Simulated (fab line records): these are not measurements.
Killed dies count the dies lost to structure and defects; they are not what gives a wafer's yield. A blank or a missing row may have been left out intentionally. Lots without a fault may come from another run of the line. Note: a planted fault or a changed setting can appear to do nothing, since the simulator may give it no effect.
Matching of chambers -- flow nand_harc -- NHARC_A_ZERO_WELL_DESCUM_12 on rie_diel-01 has 4 sister chambers
The step chemistry O2, time 3 s. 14 wafers are shown with their chamber, then 7 later ones without.

WAFERS WITH THEIR CHAMBER
wafer,chamber,drypump_motor_current_A (A),oes_product_au (a.u.),throttle_valve_pct (%)
L541.2,0,6.4,1.001,11.305
L541.4,1,6.3,0.990,11.310
L541.5,1,6.3,0.987,11.304
L542.2,2,4.9,0.992,11.319
L542.5,3,6.4,1.002,11.313
L542.6,0,6.4,0.989,11.313
L543.1,3,6.4,0.992,11.313
L543.2,2,4.9,0.982,11.319
L543.4,1,6.3,0.982,11.333
L547.4,2,4.9,0.996,11.300
L547.5,1,6.3,0.987,11.329
L547.6,2,4.8,0.989,11.313
L550.3,3,6.4,1.006,11.307
L550.5,2,4.9,0.994,11.309

SIGNATURES, as means of the wafers listed above
reading,chamber 0,chamber 1,chamber 2,chamber 3,scatter within a chamber
drypump_motor_current_A,6.400,6.300,4.880,6.400,0.0283
oes_product_au,0.99500,0.98650,0.99060,1.00000,0.00573
throttle_valve_pct,11.30900,11.31900,11.31200,11.31100,0.00954
Rule: a wafer's distance from a chamber is the root of the sum, over the readings, of the square of ((its reading less the chamber's mean) divided by the reading's scatter). The wafer belongs to the nearest chamber; if the next one is less than 2 further off, it can't be placed. How the scatter is found: for the shown wafers, subtract from each reading the mean of its chamber, square and add these, divide the total by (wafers less chambers), then take the root.

WAFERS WITH NO CHAMBER GIVEN
wafer,drypump_motor_current_A (A),oes_product_au (a.u.),throttle_valve_pct (%)
L550.6,6.3,0.983,11.312
L559.1,6.3,0.984,11.307
L559.5,6.3,0.981,11.311
L559.6,6.4,1.009,11.313
L560.1,4.8,0.990,11.307
L560.2,6.3,0.990,11.327
L560.3,6.4,1.011,11.322

EACH ONE'S CHAMBER
wafer,from the rows above,in truth
L550.6,1,1
L559.1,1,1
L559.5,1,1
L559.6,can't be placed: 3 or 0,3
L560.1,2,2
L560.2,1,1
L560.3,can't be placed: 3 or 0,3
Correctly placed: 5 of 7. Cannot be placed on the basis of these rows: 2; the candidates contain the true chamber in 2. Wrongly placed: 0.
